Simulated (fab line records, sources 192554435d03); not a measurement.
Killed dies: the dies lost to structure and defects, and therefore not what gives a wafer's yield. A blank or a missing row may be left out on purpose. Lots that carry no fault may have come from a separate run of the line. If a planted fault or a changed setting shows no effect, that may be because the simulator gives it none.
fab line records	flow n5-finfet
record lots=8	wafers=24	last-day=18
route steps=1938 shown BEOL_M0_SAQP@669 BEOL_M4@1111 PASSIVATION@1936
lots untouched by any fault: they come from a run of this same line in which no faults occurred
start-h: start of the lot's first displayed wafer, in hours after the record's first day	wait-h: hours since the lot's step before	" same as the row above	L1.1+2: several wafers, shown together as one row	- no value, or no start was given	* or withheld: withheld	< > ~ a bound
route shown NAME@n: names a module that has steps shown in the file, with the first one's number in the route	usual: mean/standard deviation of fault-free wafers	same: alike in all rows	chamber/n: place in a boat	sites: each site's reading	_std_site: standard deviation across them	_edge_site: outer sites' mean less inner sites'	radius-mm: for every site, how far away it sits from the centre of the wafer	mask NAME#n: copy n	behind: the most recent tool/chamber to have shaped the wafer	hold: the reason the lot was held/the length of the hold in hours/how it ended	device: names the non-switching transistor (n, p or np)	end of line: tests of these same wafers at the route's end	a step with no rows: only its recipe	killed: dies lost to structure and defects at the first sort, not the wafer's yield	map: a wafer's dies, marking killed ones x, the rest . and places with no die _
set.NAME: the run value of the setting; set.NAME@STEP: its run value at that earlier step	model.NAME: the simulator's own value behind a step, which no gauge read
steps of the route over a sample of lots; a table a step, a row a wafer
services: the hour from which a tool's chamber was out of use, counted from the record's first day as start-h (under 0 if before that day), plus the number of hours and why
## steps
# step N5_BEOL_M0_SAQP_MANDREL_ETCH_103
# recipe chemistry=HBr/Cl2	target=a-Si	target-depth-a=450	bt-time-s=10	stop-on=SiCN	mask-material=SiO2	over-etch-frac=0.8	time-s=27	pressure-mtorr=10	icp-w=800	bias-w=75	HBr_flow_sccm=150	Cl2_flow_sccm=80	ends=end-point
# usual HBr_flow_sccm=149.9/0.45	bias-w=74.98/0.23	drypump-motor-current-A=5.6/0.31	he-backside-leak-sccm=2.57/0.25	oes-product-au=0.683/0.012	throttle-valve-pct=35.5/0.65
lot.wafer	tool	chamber	start-h	wait-h	HBr_flow_sccm	bias-w	drypump-motor-current-A	he-backside-leak-sccm	oes-product-au	rf-hours-counter-h	throttle-valve-pct
L322.1	rie-si-04	2	139.39	0.0	149.8	75.00	5.0	2.27	0.685	27	35.9
L322.2	"	1	"	"	149.5	74.82	5.8	2.60	0.659	9	35.1
L322.3	"	3	"	"	149.3	75.21	5.4	2.46	0.697	5	34.6
L323.2	rie-si-05	2	147.91	0.0	149.6	75.30	5.8	2.18	0.670	108	36.5
L323.4	"	0	"	"	149.8	74.82	6.0	2.80	0.675	144	36.4
L323.5	"	3	"	"	149.9	75.02	5.1	2.92	0.696	-	35.2
L328.1	rie-si-06	3	171.51	0.0	150.0	74.84	5.8	2.67	0.677	87	35.6
L328.2	"	0	"	"	150.1	74.97	5.8	2.45	0.681	40	35.1
L328.5	"	3	"	"	150.0	75.16	5.9	2.86	0.685	-	35.6
L334.2	rie-si-04	3	203.53	0.0	150.2	74.57	5.4	2.55	0.692	6	34.6
L334.3	"	1	"	"	150.1	75.02	5.8	2.54	0.671	10	35.1
L334.5	"	2	"	"	149.8	74.89	5.0	2.17	0.700	-	35.8
L335.3	rie-si-05	3	208.89	0.0	150.1	74.89	5.1	2.66	0.699	10	35.2
L335.4	"	1	"	"	150.5	75.02	5.7	2.50	0.696	94	35.9
L335.6	"	3	"	"	149.5	75.09	5.1	2.72	0.709	-	35.1
L339.1	rie-si-04	1	241.85	0.0	149.9	75.30	5.8	2.46	0.675	11	35.1
L339.2	"	2	"	"	149.9	75.14	5.0	2.39	0.668	29	35.9
L339.3	"	0	"	"	150.2	74.92	5.8	2.43	0.675	79	34.5
L340.3	rie-si-04	3	244.65	0.0	149.6	74.78	5.4	2.39	0.690	7	34.6
L340.5	"	1	"	"	149.4	74.80	5.8	2.64	0.676	-	35.1
L340.6	"	0	"	"	149.9	74.85	5.8	2.44	0.704	-	34.4
L341.1	rie-si-04	1	248.64	0.0	150.1	74.92	5.8	2.49	0.682	11	35.1
L341.3	"	2	"	"	149.9	74.97	5.0	2.45	0.683	29	35.9
L341.4	"	0	"	"	150.4	74.42	5.8	2.24	0.692	79	34.4
# step N5_BEOL_M0_SAQP_ETCH_73
# recipe chemistry=CF4	target=SiARC	target-depth-a=195	mask-material=CAR-EUV	time-s=32.5	ion-energy-ev=80	pressure-mtorr=40	source-w=545	bias-w=36	Ar_flow_sccm=100	cf4-flow-sccm=100	ends=cleared
# usual bias-w=36.00/0.11	cf4-flow-sccm=100.0/0.3	drypump-motor-current-A=5.9/0.56	etch-rf-on-time-s=32.8/1.1	oes-product-au=0.66/0.077	rf-vpp-V=184.1/1.1	showerhead-plenum-p-Torr=2.15/0.059	throttle-valve-pct=15.63/0.22
lot.wafer	tool	chamber	start-h	wait-h	bias-w	cf4-flow-sccm	drypump-motor-current-A	etch-rf-on-time-s	oes-product-au	rf-hours-counter-h	rf-vpp-V	showerhead-plenum-p-Torr	throttle-valve-pct
L322.1	rie-diel-02	0	141.46	0.0	36.09	99.5	5.2	33.3	0.61	216	184.5	2.21	15.72
L322.2	"	3	"	"	36.09	99.7	6.2	33.1	0.59	217	184.7	2.21	15.64
L322.3	"	1	"	"	36.05	100.6	6.3	32.4	0.72	51	183.1	2.18	15.23
L323.2	rie-diel-02	1	150.20	0.0	36.03	99.6	6.3	32.7	0.70	54	184.7	2.18	15.26
L323.4	"	2	"	"	35.92	100.7	5.9	33.7	0.60	229	183.1	2.04	15.60
L323.5	"	2	"	"	36.04	100.6	5.9	34.1	0.59	-	182.2	2.04	15.62
L328.1	rie-diel-03	1	173.70	0.0	36.03	100.1	5.3	29.6	0.66	176	183.5	2.14	16.00
L328.2	"	0	"	"	35.98	100.4	5.9	32.1	0.83	11	183.0	2.10	15.60
L328.5	"	2	"	"	36.04	100.5	6.0	32.6	0.86	-	184.8	2.20	15.52
L334.2	rie-diel-02	2	205.67	0.0	-	-	-	-	-	-	-	-	-
L334.3	"	3	"	"	-	-	-	-	-	-	-	-	-
L334.5	"	2	"	"	-	-	-	-	-	-	-	-	-
L335.3	rie-diel-02	2	211.20	0.0	-	-	-	-	-	-	-	-	-
L335.4	"	3	"	"	-	-	-	-	-	-	-	-	-
L335.6	"	0	"	"	-	-	-	-	-	-	-	-	-
L339.1	rie-diel-03	0	244.21	0.0	35.90	100.0	5.9	31.4	0.79	33	184.1	2.09	15.62
L339.2	"	3	"	"	35.72	99.8	4.8	32.5	0.61	194	185.4	2.22	15.69
L339.3	"	1	"	"	35.92	99.9	5.3	30.4	0.62	199	185.2	2.13	16.04
L340.3	rie-diel-03	0	246.96	0.0	35.73	100.5	6.0	31.9	0.78	34	184.0	2.09	15.63
L340.5	"	3	"	"	36.11	99.8	4.9	32.9	0.61	-	185.0	2.22	15.70
L340.6	"	2	"	"	35.99	99.7	6.0	32.8	0.79	-	184.1	2.19	15.57
L341.1	rie-diel-03	1	250.83	0.0	36.07	100.2	5.3	30.2	0.63	201	185.2	2.13	16.04
L341.3	"	0	"	"	35.85	100.6	5.9	31.9	0.78	35	181.9	2.09	15.64
L341.4	"	2	"	"	36.03	100.0	6.0	32.5	0.79	25	184.4	2.19	15.57
# step N5_BEOL_M0_SAQP_CUT_ETCH_46
# recipe chemistry=N2/H2	target=SOC	target-depth-a=1350	overetch-a=270	temp-c=40	time-s=202.5	ion-energy-ev=200	mask-material=SiARC	pressure-mtorr=30	source-w=840	bias-w=150	n2-flow-sccm=200	h2-flow-sccm=200
# usual bias-w=150.1/0.46	chamber-pressure-mTorr=30.002/0.028	drypump-motor-current-A=5.9/0.56	rf-vpp-V=524.3/2.3	showerhead-plenum-p-Torr=2.55/0.078	throttle-valve-pct=17.82/0.19
lot.wafer	tool	chamber	start-h	wait-h	bias-w	chamber-pressure-mTorr	drypump-motor-current-A	rf-hours-counter-h	rf-vpp-V	showerhead-plenum-p-Torr	throttle-valve-pct
L322.1	rie-diel-02	0	141.49	0.0	150.4	29.990	5.2	216	525.2	2.60	17.66
L322.2	"	3	"	"	149.3	29.989	6.3	217	526.1	2.65	17.93
L322.3	"	1	"	"	150.8	29.961	6.3	51	524.9	2.61	17.55
L323.2	rie-diel-02	1	150.24	0.0	150.7	30.024	6.3	54	525.1	2.61	17.58
L323.4	"	2	"	"	150.1	29.984	5.9	229	519.6	2.39	17.63
L323.5	"	2	"	"	149.9	30.006	5.9	-	520.8	2.39	17.62
L328.1	rie-diel-03	1	173.73	0.0	149.8	30.034	5.3	176	522.5	2.51	18.03
L328.2	"	0	"	"	150.4	30.041	6.0	11	523.3	2.50	17.84
L328.5	"	2	"	"	150.1	29.972	6.0	-	526.2	2.61	17.81
L334.2	rie-diel-02	2	205.70	0.0	149.7	30.000	5.9	247	518.8	2.38	17.62
L334.3	"	3	"	"	149.8	29.986	6.3	233	528.5	2.64	17.90
L334.5	"	2	"	"	149.8	29.981	5.9	-	518.8	2.38	17.62
L335.3	rie-diel-02	2	211.23	0.0	149.3	30.057	5.9	249	520.7	2.38	17.61
L335.4	"	3	"	"	149.9	30.005	6.3	234	525.8	2.64	17.91
L335.6	"	0	"	"	150.1	30.003	5.2	-	524.8	2.60	17.66
L339.1	rie-diel-03	0	244.25	0.0	149.7	29.961	5.9	33	523.2	2.49	17.88
L339.2	"	3	"	"	150.3	30.061	4.9	194	527.1	2.63	17.94
L339.3	"	1	"	"	150.2	29.978	5.3	199	523.9	2.50	18.05
L340.3	rie-diel-03	0	246.99	0.0	149.7	30.048	5.9	34	522.7	2.49	17.88
L340.5	"	3	"	"	150.0	29.986	4.8	-	525.4	2.63	17.93
L340.6	"	2	"	"	149.7	29.975	6.0	-	525.6	2.60	17.89
L341.1	rie-diel-03	1	250.86	0.0	150.6	29.983	5.3	201	523.2	2.50	18.06
L341.3	"	0	"	"	150.2	30.031	5.9	35	522.0	2.49	17.87
L341.4	"	2	"	"	151.1	30.031	6.0	25	526.2	2.60	17.85
# step N5_BEOL_M0_SAQP_STRIP_75
# recipe chemistry=CF4	resist=SiARC	power-w=300	bias-power-w=75	pressure-mtorr=50	cf4-flow-sccm=150	rf-frequency-hz=6e+07
# usual drypump-motor-current-A=5.8/0.56	oes-product-au=0.177/0.019	rf-vpp-V=271.4/1.4	showerhead-plenum-p-Torr=1.80/0.052	throttle-valve-pct=13.60/0.24
lot.wafer	tool	chamber	start-h	wait-h	drypump-motor-current-A	oes-product-au	rf-hours-counter-h	rf-vpp-V	showerhead-plenum-p-Torr	throttle-valve-pct
L322.1	rie-diel-02	2	142.33	0.1	5.9	0.169	226	268.7	1.69	13.54
L322.2	"	1	"	"	6.3	0.198	52	271.2	1.84	13.22
L322.3	"	0	"	"	5.2	0.166	216	273.0	1.85	13.72
L323.2	rie-diel-02	0	151.40	0.1	5.2	0.166	219	272.4	1.85	13.73
L323.4	"	1	"	"	6.3	0.187	55	270.6	1.83	13.24
L323.5	"	1	"	"	6.3	0.195	-	271.5	1.83	13.26
L328.1	rie-diel-02	1	174.56	0.1	6.3	0.192	62	272.0	1.83	13.26
L328.2	"	3	"	"	6.2	0.159	227	273.1	1.85	13.66
L328.5	"	3	"	"	6.2	0.155	-	273.6	1.85	13.68
L334.2	rie-diel-03	1	206.62	0.1	5.4	0.166	187	272.6	1.80	14.00
L334.3	"	3	"	"	4.8	0.169	183	272.5	1.83	13.56
L334.5	"	0	"	"	6.0	0.216	-	270.8	1.75	13.53
L335.3	rie-diel-05	3	212.13	0.1	5.8	0.166	179	273.6	1.84	13.80
L335.4	"	0	"	"	6.6	0.174	-	269.8	1.71	13.29
L335.6	"	3	"	"	5.8	0.164	-	273.3	1.84	13.80
L339.1	rie-diel-03	3	245.10	0.1	4.8	0.166	195	270.8	1.83	13.59
L339.2	"	0	"	"	5.9	0.207	34	269.9	1.74	13.54
L339.3	"	2	"	"	6.0	0.220	23	272.0	1.82	13.43
L340.3	rie-diel-03	0	247.82	0.1	5.9	0.211	35	271.1	1.74	13.55
L340.5	"	0	"	"	5.9	0.208	-	270.9	1.74	13.54
L340.6	"	3	"	"	4.8	0.167	-	271.8	1.83	13.60
L341.1	rie-diel-02	3	252.10	0.1	6.2	0.156	245	274.0	1.84	13.72
L341.3	"	0	"	"	5.2	0.162	249	272.7	1.84	13.80
L341.4	"	2	"	"	5.9	0.227	4	274.1	1.89	13.06
# step N5_BEOL_M4_RC_MEAS_101
# usual DIBL_N=36.4/2.7	DIBL_P=36/3.2	IOFF_N=0.16/0.046	IOFF_P=0.21/0.055	ION_N=677/15	ION_P=464/11	SS_N=71.5/0.79	SS_P=73.3/0.93	VT_N=250/4.1	VT_P=-251/4.4
lot.wafer	tool	chamber	start-h	wait-h	DIBL_N[mV/V]	DIBL_P[mV/V]	IOFF_N[nA/um]	IOFF_P[nA/um]	ION_N[uA/um]	ION_P[uA/um]	SS_N[mV/dec]	SS_P[mV/dec]	VT_N[mV]	VT_P[mV]
L322.1	prober-02	0	206.75	0.0	31.4	29	0.09	0.13	648	452	69.9	71.0	256	-257
L322.2	"	0	"	"	36.5	36	0.17	0.21	691	470	71.7	72.6	246	-249
L322.3	"	0	"	"	35.3	34	0.14	0.18	677	463	71.3	72.5	252	-253
L323.2	prober-02	0	216.91	0.2	32.8	32	0.11	0.14	648	457	70.1	72.0	253	-255
L323.4	"	0	"	"	35.5	35	0.15	0.19	673	457	70.9	72.6	249	-253
L323.5	"	0	"	"	34.9	34	0.14	0.16	696	462	72.1	73.0	250	-255
L328.1	prober-02	0	238.22	0.0	36.4	37	0.16	0.22	677	468	71.0	74.2	247	-248
L328.2	"	0	"	"	37.7	38	0.19	0.23	709	480	71.3	73.8	243	-249
L328.5	"	0	"	"	36.7	36	0.15	0.19	672	457	71.5	73.1	251	-252
L339.1	prober-02	0	316.62	0.0	36.8	37	0.19	0.23	697	475	71.2	72.9	246	-248
L339.2	"	0	"	"	37.1	38	0.20	0.23	694	466	71.2	73.8	246	-253
L339.3	"	0	"	"	37.0	38	0.17	0.23	673	466	71.6	74.1	247	-251
L340.3	prober-02	0	319.36	0.3	40.0	38	0.21	0.22	677	457	72.4	73.5	249	-253
L340.5	"	0	"	"	36.7	34	0.14	0.16	659	448	71.2	72.5	253	-257
L340.6	"	0	"	"	41.0	40	0.23	0.25	689	467	72.3	74.2	247	-252
L341.1	prober-01	0	319.44	0.0	28.6	29	0.06	0.09	633	435	70.3	70.7	264	-265
L341.3	"	0	"	"	32.5	32	0.11	0.12	658	440	71.0	71.9	256	-259
L341.4	"	0	"	"	32.1	33	0.11	0.13	677	462	70.6	71.7	253	-259
# step N5_PASSIVATION_PROBE_49
# usual defect-limited-yield=91.1/1.4	killed_at_M0_to_M3=34/9.7	killed_at_M4_up=13/5.1	killed-at-contacts=14/6.3	killed-at-front-end=40/11	killed-at-other=3.5/2.7	killed-dies=105/16	killed-on-rim=13/4.1	killed-open=70/12	killed-short=34/7.8	sort_bin_5_function=5.2/0.88	sort_bin_6_memory=3.3/0.7	sort_bin_8_speed=0.1/0.62	sort-n-pass=1074/17	sort-yield-pct=91.0/1.5
# same gross-dies=1180	killed-at-back-side=0	sort_bin_4_leakage[%]=0
lot.wafer	tool	chamber	start-h	wait-h	defect-limited-yield[%]	killed_at_M0_to_M3	killed_at_M4_up	killed-at-contacts	killed-at-front-end	killed-at-other	killed-dies	killed-on-rim	killed-open	killed-short	sort_bin_5_function[%]	sort_bin_6_memory[%]	sort_bin_8_speed[%]	sort-n-pass	sort-yield-pct[%]
L328.1	prober-01	-	339.32	0.0	90.6	31	15	8	49	8	111	16	71	38	6.1	2.7	0	1069	90.6
L328.2	prober-01	-	339.37	0.1	91.4	24	22	21	24	10	101	14	61	40	5.5	2.8	0	1079	91.4
L328.5	prober-01	-	339.52	0.2	91.6	31	18	19	22	9	99	11	62	35	5.2	2.7	0	1081	91.6
L334.2	prober-01	-	371.55	0.1	0	1106	16	6	50	2	1180	152	71	37	96.4	3.4	0	0	0
L334.3	prober-01	-	371.60	0.1	0	1126	9	7	37	1	1180	152	63	20	97.4	2.3	0	0	0
L334.5	prober-01	-	371.70	0.2	0	1108	13	12	43	4	1180	152	60	33	96.6	3.1	0	0	0
L335.3	prober-01	-	386.96	0.1	0	1099	6	21	46	8	1180	152	76	30	96.7	3.1	0	0	0
L335.4	prober-01	-	387.01	0.2	0	1103	14	22	36	5	1180	152	73	36	96.3	3.4	0	0	0
L335.6	prober-01	-	387.11	0.3	0	1102	17	19	34	8	1180	152	77	38	96.1	3.5	0	0	0
# killed by level:class
L328.1 STI_FIN_REVEAL:geometric-particle:open=11 BEOL_M2:geometric-particle:open=10 DUMMY_GATE:geometric-particle:open=9 FIN_SAQP:geometric-particle:open=8 BEOL_M0_SAQP:geometric-particle:open=8 MOL_CONTACT_COAG:geometric-particle:open=7 STARTING-WAFER:geometric-particle:short=6 GATE_CUT:geometric-particle:short=6
L328.2 MOL_CONTACT_COAG:geometric-particle:open=16 BEOL_M0_SAQP:geometric-particle:short=9 BEOL_M4:geometric-particle:open=9 STARTING-WAFER:geometric-particle:short=5 MOL_CONTACT_COAG:geometric-particle:short=5 BEOL_M0_SAQP:geometric-particle:open=5 GATE_CUT:geometric-particle:short=4 PASS1_DEP:geometric-particle:short=4
L328.5 MOL_CONTACT_COAG:geometric-particle:open=16 BEOL_M4:geometric-particle:open=6 STI_FIN_REVEAL:geometric-particle:open=5 BEOL_M0_SAQP:geometric-particle:open=5 BEOL_M2:geometric-particle:short=5 BEOL_M3:geometric-particle:open=5 DUMMY_GATE:geometric-particle:open=4 BEOL_M1:geometric-particle:open=4
L334.2 BEOL_M0_SAQP:area-etch=1072 FIN_SAQP:geometric-particle:open=9 BEOL_M0_SAQP:geometric-particle:open=9 BEOL_M0_SAQP:geometric-particle:short=9 DUMMY_GATE:geometric-particle:open=7 STI_FIN_REVEAL:geometric-particle:open=6 MOL_CONTACT_COAG:geometric-particle:open=6 BEOL_M3:geometric-particle:open=6
L334.3 BEOL_M0_SAQP:area-etch=1097 BEOL_M3:geometric-particle:open=10 FIN_SAQP:geometric-particle:open=8 DUMMY_GATE:geometric-particle:open=8 BEOL_M0_SAQP:geometric-particle:open=7 MOL_CONTACT_COAG:geometric-particle:open=7 STI_FIN_REVEAL:geometric-particle:open=5 BEOL_M0:geometric-particle:open=4
L334.5 BEOL_M0_SAQP:area-etch=1087 STI_FIN_REVEAL:geometric-particle:open=14 MOL_CONTACT_COAG:geometric-particle:open=8 FIN_SAQP:geometric-particle:open=6 STARTING-WAFER:geometric-particle:short=5 FIN_SAQP:geometric-particle:short=4 DUMMY_GATE:geometric-particle:open=4 MOL_CONTACT_COAG:geometric-particle:short=4
L335.3 BEOL_M0_SAQP:area-etch=1071 MOL_CONTACT_COAG:geometric-particle:open=18 STI_FIN_REVEAL:geometric-particle:open=15 BEOL_M2:geometric-particle:open=8 BEOL_M3:geometric-particle:open=7 STARTING-WAFER:geometric-particle:short=6 FIN_SAQP:geometric-particle:open=5 BEOL_M0_SAQP:geometric-particle:short=5
L335.4 BEOL_M0_SAQP:area-etch=1071 MOL_CONTACT_COAG:geometric-particle:open=17 BEOL_M3:geometric-particle:open=12 STI_FIN_REVEAL:geometric-particle:open=9 BEOL_M0_SAQP:geometric-particle:open=6 FIN_SAQP:geometric-particle:open=5 FIN_SAQP:geometric-particle:short=5 MOL_CONTACT_COAG:geometric-particle:short=5
L335.6 BEOL_M0_SAQP:area-etch=1062 BEOL_M2:geometric-particle:open=14 MOL_CONTACT_COAG:geometric-particle:open=12 FIN_SAQP:geometric-particle:short=6 MOL_CONTACT_COAG:geometric-particle:short=6 BEOL_M1:geometric-particle:open=6 BEOL_M4:geometric-particle:open=6 STI_FIN_REVEAL:geometric-particle:open=5
## services
tool	chamber	start-h	hours	kind
rie-diel-05	3	120.53	12.2	repair
rie-diel-05	0	130.14	5.3	repair
rie-diel-03	0	130.43	-	clean
rie-diel-03	0	130.43	-	consumable-replace:focus-ring
rie-diel-03	0	130.43	18.5	scheduled-down
rie-diel-03	0	130.43	18.5	vent-cycle
rie-diel-02	-	145.77	0.3	repair
rie-diel-03	2	149.60	-	clean
rie-diel-03	2	149.60	-	consumable-replace:focus-ring
rie-si-05	3	170.39	8.0	repair
rie-si-04	3	195.33	5.1	repair
rie-diel-05	1	196.49	-	clean
rie-diel-05	1	196.49	-	consumable-replace:focus-ring
rie-diel-05	1	196.49	20.2	scheduled-down
rie-diel-05	1	196.49	20.2	vent-cycle
rie-si-04	2	210.48	7.3	repair
rie-diel-02	2	214.60	-	clean
rie-diel-02	2	214.60	-	consumable-replace:focus-ring
rie-diel-02	2	214.60	-	consumable-replace:showerhead
rie-diel-02	2	214.60	22.7	scheduled-down
rie-diel-02	2	214.60	22.7	vent-cycle
rie-si-05	1	222.18	5.0	repair
## key
first-sign step=N5_BEOL_M0_SAQP_ETCH_73	reading=tool-record	direction=missing
effect step=N5_PASSIVATION_PROBE_49	reading=killed_at_M0_to_M3	direction=up	sigmas=99+	usual=34	struck=1107
more-kills-born-at N5_BEOL_M0_SAQP_ETCH_73@rie-diel-02=6460
met-at N5_BEOL_M0_SAQP_ETCH_73
struck-lots L334,L335
later-rows-left-out L334.2,L334.3,L334.5,L335.3,L335.4,L335.6
not-acting-at N5_BEOL_M0_SAQP_MANDREL_ETCH_103,N5_BEOL_M0_SAQP_CUT_ETCH_46,N5_BEOL_M0_SAQP_STRIP_75
onset-between 150.20 205.67
fault kind=skipped-step-whole	tool=rie-diel-02	chamber=-	onset-h=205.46	steps=N5_BEOL_M0_SAQP_ETCH_73	scope=struck-lots-only
# later-rows-left-out: the simulator's readings of these wafers behind a module that went badly wrong aren't trusted and aren't shown, but for the sort
